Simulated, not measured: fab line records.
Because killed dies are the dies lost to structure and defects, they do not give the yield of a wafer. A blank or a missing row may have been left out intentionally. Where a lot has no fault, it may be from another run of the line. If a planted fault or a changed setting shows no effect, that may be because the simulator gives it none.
Which tool did it? + flow nandHarc + 39 wafers from 13 lots sampled at 5 of the route's 1159 steps

WHAT THE GAUGES SHOWED, per wafer
NHARC_END_WLT_00.
| lot  | measured     | on        | VT_DECK1_BOTTOM   | VT_DECK1_BOTTOM_INNER | VT_DECK1_MEDIAN_NEAR_BOTTOM | VT_DECK1_MEDIAN_NEAR_BOTTOM_INNER | VT_DECK1_MIDDLE   | VT_DECK1_MIDDLE_INNER | VT_DECK1_TOP      | VT_DECK1_TOP_INNER |
|------|--------------|-----------|-------------------|-----------------------|-----------------------------|-----------------------------------|-------------------|-----------------------|-------------------|--------------------|
| L562 | day 19 10:38 | prober-01 | 0.883 0.878 0.872 | 0.882 0.883 0.884     | 0.887 0.873 0.882           | 0.882 0.874 0.884                 | 0.896 0.891 0.896 | 0.897 0.881 0.894     | 0.894 0.902 0.908 | 0.898 0.909 0.899  |
| L561 | day 19 18:26 | prober-02 | 0.869 0.865 0.873 | 0.873 0.870 0.878     | 0.881 0.869 0.868           | 0.877 0.866 0.868                 | 0.879 0.873 0.883 | 0.886 0.887 0.880     | 0.886 0.887 0.895 | 0.897 0.899 0.899  |
| L563 | day 20 02:43 | prober-02 | 0.871 0.891 0.874 | 0.875 0.879 0.880     | 0.879 0.883 0.874           | 0.877 0.874 0.880                 | 0.888 0.886 0.895 | 0.890 0.896 0.889     | 0.899 0.897 0.900 | 0.898 0.894 0.904  |
| L564 | day 19 18:28 | prober-01 | 0.873 0.874 0.872 | 0.873 0.869 0.868     | 0.876 0.878 0.876           | 0.879 0.868 0.880                 | 0.892 0.888 0.888 | 0.885 0.884 0.886     | 0.898 0.892 0.897 | 0.905 0.903 0.900  |
| L565 | day 20 03:17 | prober-01 | 0.875 0.878 0.869 | 0.879 0.881 0.880     | 0.882 0.873 0.880           | 0.878 0.879 0.881                 | 0.898 0.905 0.902 | 0.890 0.887 0.886     | 0.900 0.902 0.905 | 0.906 0.894 0.907  |
| L566 | day 20 22:31 | prober-02 | 0.877 0.884 0.879 | 0.871 0.872 0.884     | 0.877 0.881 0.879           | 0.872 0.876 0.878                 | 0.886 0.894 0.887 | 0.887 0.895 0.896     | 0.905 0.904 0.900 | 0.910 0.913 0.908  |
| L567 | day 20 23:01 | prober-01 | 0.874 0.880 0.855 | 0.871 0.874 0.852     | 0.873 0.878 0.861           | 0.874 0.875 0.862                 | 0.874 0.892 0.877 | 0.884 0.898 0.881     | 0.893 0.894 0.884 | 0.902 0.895 0.892  |
| L570 | day 21 06:45 | prober-02 | 0.875 0.879 0.867 | 0.875 0.878 0.871     | 0.880 0.877 0.864           | 0.878 0.879 0.871                 | 0.886 0.898 0.889 | 0.896 0.887 0.891     | 0.903 0.907 0.903 | 0.901 0.899 0.899  |
| L569 | day 21 14:06 | prober-02 | 0.888 0.890 0.878 | 0.886 0.896 0.872     | 0.886 0.884 0.880           | 0.885 0.888 0.886                 | 0.895 0.905 0.901 | 0.895 0.903 0.890     | 0.907 0.910 0.907 | 0.909 0.910 0.913  |
| L568 | day 21 07:26 | prober-01 | 0.891 0.895 0.894 | 0.885 0.895 0.894     | 0.892 0.887 0.878           | 0.886 0.888 0.888                 | 0.902 0.898 0.899 | 0.908 0.903 0.894     | 0.906 0.912 0.903 | 0.913 0.913 0.911  |
| L574 | day 22 11:49 | prober-01 | 0.874 0.880 0.879 | 0.871 0.893 0.878     | 0.873 0.887 0.885           | 0.871 0.884 0.882                 | 0.890 0.889 0.895 | 0.889 0.893 0.895     | 0.897 0.906 0.904 | 0.902 0.907 0.903  |
| L580 | day 24 01:31 | prober-01 | 0.863 0.880 0.876 | 0.872 0.869 0.876     | 0.867 0.877 0.872           | 0.872 0.874 0.883                 | 0.890 0.882 0.884 | 0.881 0.886 0.891     | 0.886 0.896 0.894 | 0.899 0.895 0.900  |
| L584 | day 24 23:52 | prober-01 | 0.868 0.877 0.872 | 0.874 0.880 0.872     | 0.876 0.874 0.865           | 0.884 0.884 0.867                 | 0.884 0.895 0.887 | 0.887 0.883 0.891     | 0.894 0.899 0.897 | 0.906 0.903 0.900  |

NHARC_END_SORT_01.
| lot  | measured     | on        | killedAtArray | killedAtOther | killedAtPeriphery | killedDies  | killedOpen | killedShort |
|------|--------------|-----------|---------------|---------------|-------------------|-------------|------------|-------------|
| L569 | day 21 17:05 | prober-02 | 114 101 116   | 1 1 0         | 2 0 4             | 117 102 120 | 0 2 4      | 2 1 4       |
| L568 | day 21 11:05 | prober-01 | 92 88 107     | 0 0 2         | 2 2 4             | 94 90 113   | 1 6 4      | 1 1 2       |
| L574 | day 22 15:24 | prober-01 | 88 68 93      | 0 1 1         | 4 0 2             | 92 69 96    | 2 1 1      | 3 4 3       |

EACH LOT AND THE TOOL THAT RAN IT (in order: tool; ch and the chambers of the sampled wafers; start)
| lot  | NHARC_A_STAIRCASE_STRIP_446         | NHARC_THIN_TSV_STRIP_45             | NHARC_THIN_TSV_PRE_CLEAN_50            |
|------|-------------------------------------|-------------------------------------|----------------------------------------|
| L562 | plasmaAsher-01 ch 0,1, day 13 12:20 | plasmaAsher-02 ch 0,1, day 19 01:14 | pvdSputter-02, day 19 10:38 or earlier |
| L561 | plasmaAsher-02 ch 0,1, day 13 12:33 | plasmaAsher-01 ch 0,1, day 19 02:20 | pvdSputter-03, day 19 18:26 or earlier |
| L563 | plasmaAsher-02 ch 1, day 14 01:23   | plasmaAsher-02 ch 0, day 19 03:23   | pvdSputter-02, day 20 02:43 or earlier |
| L564 | plasmaAsher-01 ch 0,1, day 14 06:22 | plasmaAsher-01 ch 0,1, day 19 04:41 | pvdSputter-02, day 19 18:28 or earlier |
| L565 | plasmaAsher-01 ch 0,1, day 14 19:28 | plasmaAsher-01 ch 0,1, day 19 13:07 | pvdSputter-01, day 20 03:17 or earlier |
| L566 | plasmaAsher-02 ch 0,1, day 15 04:35 | plasmaAsher-01 ch 0,1, day 20 12:58 | pvdSputter-02, day 20 22:31 or earlier |
| L567 | plasmaAsher-01 ch 0,1, day 15 04:45 | plasmaAsher-01 ch 0,1, day 20 11:53 | pvdSputter-02, day 20 23:01 or earlier |
| L570 | plasmaAsher-02 ch 1, day 15 17:28   | plasmaAsher-01 ch 1, day 20 14:20   | pvdSputter-01, day 21 06:45 or earlier |
| L569 | plasmaAsher-02 ch 0, day 15 17:46   | plasmaAsher-01 ch 1, day 20 16:19   | pvdSputter-01, day 21 14:06 or earlier |
| L568 | plasmaAsher-02 ch 0,1, day 15 18:05 | plasmaAsher-01 ch 0,1, day 20 17:49 | pvdSputter-01, day 21 07:26 or earlier |
| L574 | plasmaAsher-02 ch 0,1, day 16 20:32 | plasmaAsher-02 ch 0,1, day 21 23:59 | pvdSputter-02, day 22 11:49 or earlier |
| L580 | plasmaAsher-01 ch 0,1, day 18 07:19 | plasmaAsher-01 ch 0,1, day 23 05:25 | pvdSputter-03, day 24 01:31 or earlier |
| L584 | plasmaAsher-01 ch 0,1, day 19 12:17 | plasmaAsher-01 ch 0,1, day 24 09:05 | pvdSputter-01, day 24 23:52 or earlier |
- NHARC_A_STAIRCASE_STRIP_446: strips in O2.
- NHARC_THIN_TSV_STRIP_45: strips in O2.
- NHARC_THIN_TSV_PRE_CLEAN_50: time 30 s.

AS READ BY THE TOOLS THEMSELVES (means over the sampled wafers that have a number; for cases with no such wafer, the mark the record gives instead)
NHARC_A_STAIRCASE_STRIP_446.
| lot  | tool           | drypumpMotorCurrentA (A) | heaterPowerW (W) |
|------|----------------|--------------------------|------------------|
| L562 | plasmaAsher-01 | 5.6                      | 340              |
| L561 | plasmaAsher-02 | 5.7                      | 344              |
| L563 | plasmaAsher-02 | 5.1                      | 335              |
| L564 | plasmaAsher-01 | 5.4                      | 333              |
| L565 | plasmaAsher-01 | 5.6                      | 339              |
| L566 | plasmaAsher-02 | 5.4                      | 337              |
| L567 | plasmaAsher-01 | 5.4                      | 334              |
| L570 | plasmaAsher-02 | 5.1                      | 335              |
| L569 | plasmaAsher-02 | 5.9                      | 341              |
| L568 | plasmaAsher-02 | 5.7                      | 343              |
| L574 | plasmaAsher-02 | 5.6                      | 344              |
| L580 | plasmaAsher-01 | 5.5                      | 332              |
| L584 | plasmaAsher-01 | 5.4                      | 331              |

NHARC_THIN_TSV_STRIP_45.
| lot  | tool           | drypumpMotorCurrentA (A) | heaterPowerW (W) |
|------|----------------|--------------------------|------------------|
| L562 | plasmaAsher-02 | 5.7                      | 342              |
| L561 | plasmaAsher-01 | 5.6                      | 340              |
| L563 | plasmaAsher-02 | 6.0                      | 336              |
| L564 | plasmaAsher-01 | 5.4                      | 331              |
| L565 | plasmaAsher-01 | 5.4                      | 334              |
| L566 | plasmaAsher-01 | 5.4                      | 330              |
| L567 | plasmaAsher-01 | 5.5                      | 328              |
| L570 | plasmaAsher-01 | 5.3                      | 316              |
| L569 | plasmaAsher-01 | 5.3                      | 315              |
| L568 | plasmaAsher-01 | 5.6                      | 346              |
| L574 | plasmaAsher-02 | 5.7                      | 347              |
| L580 | plasmaAsher-01 | 5.6                      | 351              |
| L584 | plasmaAsher-01 | 5.6                      | 345              |

NHARC_THIN_TSV_PRE_CLEAN_50.
| lot  | tool          | heaterPowerW (W) |
|------|---------------|------------------|
| L562 | pvdSputter-02 | 422              |
| L561 | pvdSputter-03 | 417              |
| L563 | pvdSputter-02 | 451              |
| L564 | pvdSputter-02 | 380              |
| L565 | pvdSputter-01 | 394              |
| L566 | pvdSputter-02 | 426              |
| L567 | pvdSputter-02 | 481              |
| L570 | pvdSputter-01 | 376              |
| L569 | pvdSputter-01 | 385              |
| L568 | pvdSputter-01 | 396              |
| L574 | pvdSputter-02 | 453              |
| L580 | pvdSputter-03 | 405              |
| L584 | pvdSputter-01 | 373              |

THE ANSWER, worked out from the rows above alone
Rule: the lots themselves supply what counts as usual. The widest of any qualifying gaps counts: lots, ordered by their means at a reading, are off when they make up no more than a third of the lots, leave a main group of 4 or more, and stand apart from it by 3 or more times the standard deviation of that group's means. If all means in a main group match to the digits the tables above print for the reading, that group is not used. Also off: a lot with no number at a reading for which 4 or more lots have one. Any other lot the step has rows for is counted as sound. After the gauges, taken in route order, come the tools' own readings; for these a lot's mean is taken, as printed above. The first step at which some lot is off is used, and at that step the reading that is off furthest; a lot without a number counts as furthest.
None of the lots is off at any reading shown; this tells nothing.

WHAT THE SIMULATOR PUT IN
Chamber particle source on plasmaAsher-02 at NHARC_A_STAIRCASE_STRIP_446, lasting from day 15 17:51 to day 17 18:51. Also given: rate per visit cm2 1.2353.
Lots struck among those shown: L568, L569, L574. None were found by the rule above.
